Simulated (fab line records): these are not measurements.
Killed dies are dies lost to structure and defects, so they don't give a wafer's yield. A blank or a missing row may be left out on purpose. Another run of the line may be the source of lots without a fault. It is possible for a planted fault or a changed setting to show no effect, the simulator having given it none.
fab line records	flow n5-finfet
[record] lots = 11	wafers = 31	last-day = 19
route steps=1938 shown BEOL_M14@1757 PASSIVATION@1936
lots that met no fault: from a run of the same line without faults
start-h: start of the lot's first displayed wafer, in hours after the record's first day	wait-h: hours from the lot's prior step to this one	" repeats the value in the row above	L1.1+2: a row that stands for several wafers	- no value, or no start given	* or withheld: withheld	< > ~ a bound
route shown NAME@n: a module of which the file shows steps, and the number in the route of the first	usual: average and standard deviation across the fault-free wafers	same: alike in all rows	chamber/n: place in a boat	sites: readings site by site	_std_site: standard deviation across them	_edge_site: outer sites' mean less inner sites'	radius-mm: for every site, how far away it sits from the centre of the wafer	mask NAME#n: copy n	behind: the most recent tool/chamber to have shaped the wafer	hold: what put the lot on hold/how long, in hours/how the hold closed	device: transistor that didn't switch, given as n, p or np	end of line: the tests these same wafers got at the end of their route	for a step that has no rows: nothing shown but its recipe	killed: dies lost to structure and defects at the first sort, not the wafer's yield	map: a wafer's dies, x killed, . not, _ none there
set.NAME: the setting as run; set.NAME@STEP: as run at that earlier step	model.NAME: the simulator's own value behind a step, which no gauge read
the route's steps for a sample of lots (tables are steps, rows are wafers)
services: from which hour (start-h, from the record's first day; less than 0 if before it) a tool's chamber was out of use, for how many hours, and why
[[steps]]
[step N5_BEOL_M14_ETCH_38]
[recipe] chemistry = CF4/N2	target = SiCN	target-depth-a = 1065	taper-deg = 2	time-s = 120.6	ion-energy-ev = 150	mask-material = SiO2	pressure-mtorr = 40	source-w = 430	bias-w = 70	Ar_flow_sccm = 100	cf4-flow-sccm = 60	n2-flow-sccm = 60
[usual] drypump-motor-current-A = 5.8/0.54	oes-product-au = 0.85/0.086	rf-vpp-V = 382.7/2.3	showerhead-plenum-p-Torr = 2.23/0.083	throttle-valve-pct = 15.26/0.29
lot.wafer	tool	chamber	start-h	wait-h	drypump-motor-current-A	oes-product-au	rf-hours-counter-h	rf-vpp-V	showerhead-plenum-p-Torr	throttle-valve-pct
L477.2	rie-diel-03	2	-	-	5.6	0.69	226	378.9	2.09	15.54
L477.3	"	1	"	"	5.9	0.75	212	384.6	2.28	15.99
L477.4	"	3	"	"	6.1	0.95	15	386.5	2.34	15.01
L483.2	rie-diel-06	3	-	-	6.8	0.91	12	382.2	2.27	15.11
L483.4	"	2	"	"	6.2	0.95	3	382.7	2.24	15.10
L483.6	"	0	"	"	5.9	0.70	-	384.0	2.26	15.67
L484.2	rie-diel-03	0	-	-	4.9	0.86	55	381.9	2.16	15.20
L484.3	"	2	"	"	5.6	0.69	233	379.2	2.09	15.55
L484.5	"	3	"	"	6.1	0.93	-	385.7	2.34	15.02
L486.1	rie-diel-06	2	-	-	6.2	0.93	11	383.9	2.24	15.09
L486.2	"	0	"	"	5.9	0.70	245	384.0	2.25	15.68
L486.6	"	2	"	"	6.2	0.93	-	383.8	2.24	15.09
L489.2	rie-diel-02	0	-	-	6.1	0.84	83	385.1	2.32	14.96
L489.5	"	3	"	"	6.4	0.67	-	378.3	2.09	15.36
L487.2	rie-diel-03	2	-	-	5.6	0.68	241	379.4	2.09	15.54
L487.5	"	0	"	"	4.9	0.85	-	382.0	2.16	15.20
L497.2	rie-diel-03	0	-	-	4.9	0.84	75	379.9	2.16	15.23
L497.3	"	3	"	"	6.1	0.90	41	384.8	2.33	15.06
L497.6	"	1	"	"	6.0	0.73	-	384.1	2.27	16.02
L495.1	rie-diel-02	2	-	-	5.2	0.86	61	381.5	2.16	15.24
L495.3	"	3	"	"	6.4	0.94	7	384.6	2.35	14.91
L495.6	"	3	"	"	6.4	0.94	-	385.7	2.35	14.91
L496.3	rie-diel-06	2	-	-	6.2	0.86	-	381.7	2.23	15.16
L496.5	"	2	"	"	6.2	0.86	-	383.3	2.23	15.16
L496.6	"	3	"	"	6.8	0.85	-	382.5	2.25	15.19
L498.1	rie-diel-02	1	-	-	5.4	0.86	52	380.6	2.15	15.52
L498.2	"	3	"	"	6.3	0.91	19	384.7	2.34	14.94
L498.3	"	2	"	"	5.2	0.85	72	380.9	2.15	15.26
L499.1	rie-diel-02	1	-	-	5.5	0.84	52	379.8	2.15	15.50
L499.2	"	0	"	"	6.2	0.81	112	383.6	2.31	15.01
L499.4	"	2	"	"	5.2	0.84	72	381.2	2.15	15.27
[step N5_BEOL_M14_PRE_CLEAN_42]
[recipe] gas = H2/He	time-s = 30	temp-c = 300
[usual] heater-power-w = 475/67
lot.wafer	tool	chamber	start-h	wait-h	heater-power-w
L477.2	pvd-sputter-02	-	313.49	0.0	496
L477.3	"	-	"	"	419
L477.4	"	-	"	"	616
L483.2	pvd-sputter-02	-	318.15	0.0	418
L483.4	"	-	"	"	449
L483.6	"	-	"	"	617
L484.2	pvd-sputter-03	-	337.04	0.0	593
L484.3	"	-	"	"	476
L484.5	"	-	"	"	467
L486.1	pvd-sputter-03	-	342.36	0.0	473
L486.2	"	-	"	"	392
L486.6	"	-	"	"	388
L489.2	pvd-sputter-01	-	361.63	0.0	438
L489.5	"	-	"	"	428
L487.2	pvd-sputter-02	-	366.90	0.0	503
L487.5	"	-	"	"	604
L497.2	pvd-sputter-03	-	390.11	0.0	444
L497.3	"	-	"	"	471
L497.6	"	-	"	"	600
L495.1	pvd-sputter-02	-	408.03	0.0	450
L495.3	"	-	"	"	501
L495.6	"	-	"	"	616
L496.3	pvd-sputter-01	-	408.18	0.0	444
L496.5	"	-	"	"	499
L496.6	"	-	"	"	447
L498.1	pvd-sputter-01	-	437.57	0.0	441
L498.2	"	-	"	"	447
L498.3	"	-	"	"	410
L499.1	pvd-sputter-03	-	438.81	0.0	451
L499.2	"	-	"	"	472
L499.4	"	-	"	"	588
[step N5_BEOL_M14_ECD_47]
[recipe] material = Cu	target-thk-a = 12480
lot.wafer	tool	chamber	start-h	wait-h
L477.2+3+4	ecd-cu-01	1,1,0	313.80	0.1
L483.2+4+6	ecd-cu-01	0,1,0	318.46	0.1
L484.2+3+5	ecd-cu-02	0	337.36	0.1
L486.1+2+6	ecd-cu-01	0,1,1	342.68	0.1
L489.2+5	ecd-cu-01	1,0	361.95	0.1
L487.2+5	ecd-cu-01	1	367.22	0.1
L497.2+3+6	ecd-cu-02	0,1,1	390.42	0.1
L495.1+3+6	ecd-cu-02	1,0,0	408.34	0.1
L496.3+5+6	ecd-cu-02	0,0,1	408.57	0.1
L498.1+2+3	ecd-cu-01	1,0,1	437.89	0.1
L499.1+2+4	ecd-cu-01	0,1,0	439.12	0.1
[step N5_BEOL_M14_CMP_49]
[recipe] stop-on = SiO2	t-overpolish-s = 5.2	down-force-psi = 2	platen-rpm = 80	clearing-platen-down-force-psi = 2	clearing-platen-rpm = 80	post-cmp-clean = cu-alkaline	target-thk-nm = 560	clearing-platen-pad-velocity-m-s = 1.5917	pad-velocity-m-s = 1.5917
[usual] head-pressure-psi = 2.000/0.0045	motor-current-A = 8.4/1.1	platen-rpm = 80.00/0.047	slurry-flow-ml-min = 150.0/0.51	time-to-endpoint-s = 122/3.5
lot.wafer	tool	chamber	start-h	wait-h	head-pressure-psi	motor-current-A	platen-rpm	slurry-flow-ml-min	time-to-endpoint-s
L477.4	cmp-02	3	314.58	0.1	1.990	9.2	79.95	149.9	126
L477.2	"	0	"	"	2.003	9.9	79.91	149.4	124
L477.3	"	2	"	"	1.992	8.5	80.04	150.0	125
L483.4	cmp-02	1	319.59	0.2	2.001	7.9	79.99	150.3	122
L483.2	"	2	"	"	1.990	9.0	80.08	150.2	126
L483.6	"	0	"	"	2.000	9.7	79.96	149.6	124
L484.2	cmp-01	1	337.88	0.2	1.992	6.8	79.96	149.7	116
L484.3	"	0	"	"	2.008	8.9	80.01	149.9	116
L484.5	"	2	"	"	1.995	10.1	79.96	149.9	118
L486.2	cmp-04	0	343.21	0.2	1.999	7.2	80.06	150.1	74
L486.1	"	2	"	"	1.998	8.3	80.00	149.5	121
L486.6	"	3	"	"	2.005	8.8	80.06	149.8	122
L489.2	cmp-04	0	362.55	0.3	2.009	7.6	80.00	149.3	80
L489.5	"	2	"	"	2.002	8.4	79.99	150.2	75
L487.2	cmp-02	2	367.84	0.3	2.000	8.3	79.98	150.8	78
L487.5	"	0	"	"	1.991	9.5	80.00	149.8	77
L497.2	cmp-01	2	390.96	0.3	2.002	10.3	80.03	149.9	123
L497.3	"	3	"	"	2.003	7.7	80.01	149.3	116
L497.6	"	2	"	"	1.999	9.8	80.04	150.1	123
L495.1	cmp-04	1	408.83	0.3	2.002	6.8	79.95	150.1	119
L495.3	"	0	"	"	2.000	7.8	80.00	150.3	121
L495.6	"	2	"	"	2.004	7.8	79.97	149.4	120
L496.3	cmp-01	3	409.14	0.2	2.003	7.8	80.06	149.4	125
L496.5	"	2	"	"	2.006	10.3	79.95	149.4	126
L496.6	"	3	"	"	2.000	7.3	80.02	149.4	122
L498.3	cmp-01	1	438.42	0.2	2.002	7.0	80.01	149.5	123
L498.2	"	2	"	"	2.000	9.9	80.00	150.2	131
L498.1	"	3	"	"	2.002	7.4	80.07	150.2	128
L499.2	cmp-01	2	439.65	0.2	2.001	9.8	80.07	149.2	133
L499.4	"	3	"	"	2.003	7.7	79.97	149.5	123
L499.1	"	0	"	"	2.000	8.8	79.96	150.5	124
[step N5_BEOL_M14_THK_MEAS_50]
[recipe] thk-meas-gauge = xrf	reads = Cu_of_BEOL_M14_ECD_47
[usual] M14_THK = 560/12
lot.wafer	tool	chamber	start-h	wait-h	M14_THK[nm]
L477.2	film-metro-02	-	314.87	-	553
L477.3	"	-	"	"	537
L477.4	"	-	"	"	557
L483.2	film-metro-02	-	319.84	-	539
L483.4	"	-	"	"	574
L483.6	"	-	"	"	581
L484.2	film-metro-01	-	338.17	-	564
L484.3	"	-	"	"	568
L484.5	"	-	"	"	562
L486.1	film-metro-02	-	343.46	-	577
L486.2	"	-	"	"	555
L486.6	"	-	"	"	569
L489.2	film-metro-01	-	362.73	-	553
L489.5	"	-	"	"	553
L487.2	film-metro-02	-	368.06	-	547
L487.5	"	-	"	"	560
L497.2	film-metro-02	-	391.22	-	561
L497.3	"	-	"	"	557
L497.6	"	-	"	"	558
L495.1	film-metro-02	-	409.12	-	580
L495.3	"	-	"	"	578
L495.6	"	-	"	"	556
L496.3	film-metro-02	-	409.40	-	555
L496.5	"	-	"	"	552
L496.6	"	-	"	"	564
L498.1	film-metro-01	-	438.67	-	570
L498.2	"	-	"	"	563
L498.3	"	-	"	"	549
L499.1	film-metro-02	-	439.91	-	562
L499.2	"	-	"	"	549
L499.4	"	-	"	"	542
[step N5_PASSIVATION_PROBE_49]
[usual] defect-limited-yield = 91.4/1.2	killed_at_M0_to_M3 = 35/11	killed_at_M4_up = 14/6	killed-at-contacts = 12/6.7	killed-at-front-end = 37/9.7	killed-at-other = 3.5/2.5	killed-dies = 102/15	killed-open = 67/12	killed-short = 33/7.3	sort_bin_5_function = 5.1/0.81	sort_bin_6_memory = 3.2/0.65	sort_bin_8_speed = 0.00/0.021	sort-n-pass = 1078/15	sort-yield-pct = 91.4/1.2
[same] gross-dies = 1180	killed-at-back-side = 0	sort_bin_4_leakage[%] = 0
lot.wafer	tool	chamber	start-h	wait-h	defect-limited-yield[%]	killed_at_M0_to_M3	killed_at_M4_up	killed-at-contacts	killed-at-front-end	killed-at-other	killed-dies	killed-open	killed-short	sort_bin_5_function[%]	sort_bin_6_memory[%]	sort_bin_8_speed[%]	sort-n-pass	sort-yield-pct[%]
L483.6	prober-01	-	355.19	0.3	91.9	33	22	4	36	1	96	63	31	4.6	3.1	0	1084	91.9
L484.2	prober-01	-	359.78	0.1	90.2	46	13	15	38	4	116	75	40	6.1	3.1	0	1064	90.2
L484.3	prober-01	-	359.83	0.1	91.4	35	13	15	38	1	102	60	42	5.5	2.5	0	1078	91.4
L484.5	prober-01	-	359.93	0.2	93.5	23	10	2	35	7	77	49	28	3.9	2.5	0	1103	93.5
L486.1	prober-02	-	360.54	0.0	92.7	38	8	23	15	2	86	55	30	4.0	3.0	0	1094	92.7
L486.2	prober-02	-	360.59	0.1	91.0	32	25	14	31	4	106	72	33	5.9	2.7	0	1074	91.0
L486.6	prober-02	-	360.79	0.3	90.2	36	13	26	37	4	116	78	34	6.3	3.0	0	1064	90.2
L489.5	prober-02	-	381.74	0.5	89.9	44	34	9	23	9	119	91	27	6.1	3.6	0	1061	89.9
L487.2	prober-02	-	390.24	0.1	92.0	34	7	10	38	5	94	63	31	4.7	3.1	0	1086	92.0
L487.5	prober-02	-	390.39	0.2	90.6	29	11	27	43	1	111	79	31	5.8	3.3	0	1069	90.6
// killed by level:class
L483.6 BEOL_M4:geometric-particle:open=14 BEOL_M0_SAQP:geometric-particle:open=13 BEOL_M0_SAQP:geometric-particle:short=12 STI_FIN_REVEAL:geometric-particle:open=8 FIN_SAQP:geometric-particle:open=5 GATE_CUT:geometric-particle:short=5 FIN_SAQP:geometric-particle:short=4 MOL_CONTACT_COAG:geometric-particle:open=4
L484.2 MOL_CONTACT_COAG:geometric-particle:open=14 FIN_SAQP:geometric-particle:open=11 BEOL_M0_SAQP:geometric-particle:short=11 BEOL_M0_SAQP:geometric-particle:open=10 FIN_SAQP:geometric-particle:short=8 BEOL_M1:geometric-particle:short=7 BEOL_M4:geometric-particle:open=7 BEOL_M1:geometric-particle:open=6
L484.3 MOL_CONTACT_COAG:geometric-particle:open=11 FIN_SAQP:geometric-particle:short=9 BEOL_M0_SAQP:geometric-particle:short=8 DUMMY_GATE:geometric-particle:open=7 BEOL_M1:geometric-particle:open=7 GATE_CUT:geometric-particle:short=6 BEOL_M2:geometric-particle:open=6 GATE_CUT:geometric-particle:open=5
L484.5 FIN_SAQP:geometric-particle:open=11 GATE_CUT:geometric-particle:short=9 BEOL_M2:geometric-particle:open=6 BEOL_M0_SAQP:geometric-particle:open=5 STI_FIN_REVEAL:geometric-particle:open=3 DUMMY_GATE:geometric-particle:open=3 BEOL_M1:geometric-particle:open=3 BEOL_M4:geometric-particle:open=3
L486.1 BEOL_M2:geometric-particle:open=21 MOL_CONTACT_COAG:geometric-particle:open=16 MOL_CONTACT_COAG:geometric-particle:short=7 STI_FIN_REVEAL:geometric-particle:open=5 BEOL_M0_SAQP:geometric-particle:short=5 GATE_CUT:geometric-particle:short=4 BEOL_M2:geometric-particle:short=4 BEOL_M3:geometric-particle:open=3
L486.2 BEOL_M4:geometric-particle:open=14 STI_FIN_REVEAL:geometric-particle:open=11 BEOL_M2:geometric-particle:open=10 MOL_CONTACT_COAG:geometric-particle:short=9 BEOL_M3:geometric-particle:open=9 FIN_SAQP:geometric-particle:short=5 MOL_CONTACT_COAG:geometric-particle:open=5 STARTING-WAFER:geometric-particle:short=4
L486.6 MOL_CONTACT_COAG:geometric-particle:open=17 STI_FIN_REVEAL:geometric-particle:open=9 BEOL_M2:geometric-particle:open=9 BEOL_M3:geometric-particle:open=8 MOL_CONTACT_COAG:geometric-particle:short=7 DUMMY_GATE:geometric-particle:open=6 BEOL_M4:geometric-particle:open=6 BEOL_M0_SAQP:geometric-particle:short=5
L489.5 BEOL_M4:geometric-particle:open=16 BEOL_M1:geometric-particle:open=14 MOL_CONTACT_COAG:geometric-particle:open=8 BEOL_M2:geometric-particle:open=8 FIN_SAQP:geometric-particle:open=7 BEOL_M0_SAQP:geometric-particle:open=7 STI_FIN_REVEAL:geometric-particle:open=6 BEOL_M1:geometric-particle:short=6
L487.2 BEOL_M3:geometric-particle:open=12 STI_FIN_REVEAL:geometric-particle:open=9 MOL_CONTACT_COAG:geometric-particle:open=9 FIN_SAQP:geometric-particle:short=8 FIN_SAQP:geometric-particle:open=6 BEOL_M1:geometric-particle:open=6 DUMMY_GATE:geometric-particle:open=3 GATE_CUT:geometric-particle:short=3
L487.5 MOL_CONTACT_COAG:geometric-particle:open=25 FIN_SAQP:geometric-particle:open=9 FIN_SAQP:geometric-particle:short=9 GATE_CUT:geometric-particle:short=6 BEOL_M0_SAQP:geometric-particle:open=6 BEOL_M3:geometric-particle:open=6 STI_FIN_REVEAL:geometric-particle:open=5 BEOL_M0_SAQP:geometric-particle:short=5
[[services]]
tool	chamber	start-h	hours	kind
cmp-02	-	301.97	3.8	pm
cmp-01	-	316.18	0.9	repair
cmp-01	-	322.86	4.0	pm
cmp-01	-	326.86	-	consumable-replace:conditioner
cmp-01	-	326.86	-	consumable-replace:pad
rie-diel-02	-	336.28	0.6	repair
cmp-01	-	343.60	5.5	pm
rie-diel-02	3	363.70	-	clean
rie-diel-02	3	363.70	-	consumable-replace:focus-ring
rie-diel-02	3	363.70	-	consumable-replace:showerhead
rie-diel-06	-	367.66	0.3	repair
pvd-sputter-01	-	376.86	2.8	repair
cmp-01	-	382.85	2.2	repair
ecd-cu-01	-	383.27	5.5	pm
cmp-04	-	387.88	4.0	repair
rie-diel-06	0	391.80	48.8	repair
cmp-02	-	395.86	1.0	repair
cmp-02	-	398.48	3.4	repair
cmp-02	-	402.61	4.0	pm
rie-diel-06	1	404.37	14.4	repair
cmp-04	-	412.46	0.5	repair
cmp-01	-	417.91	0.8	repair
cmp-04	-	431.51	15.2	pm
pvd-sputter-03	-	434.03	2.5	repair
[[key]]
[first-sign] step = N5_BEOL_M14_CMP_49	reading = time-to-endpoint-s	direction = down	sigmas = 13	usual = *	struck = *
effect none on later readings
met-at N5_BEOL_M14_ECD_47
struck-lots L486,L487,L489
struck-wafers L486.2,L487.2,L487.5,L489.2,L489.5
not-acting-at N5_BEOL_M14_ETCH_38,N5_BEOL_M14_PRE_CLEAN_42,N5_BEOL_M14_THK_MEAS_50
onset-between 318.46 342.68
[fault] kind = process-parameter-drift	tool = ecd-cu-01	chamber = -	onset-h = 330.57	steps = N5_BEOL_M14_ECD_47	channel = target-thk-a	offset = *	shape = step	end-h = 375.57	scope = struck-wafers-only	acts-in = *	stated = *
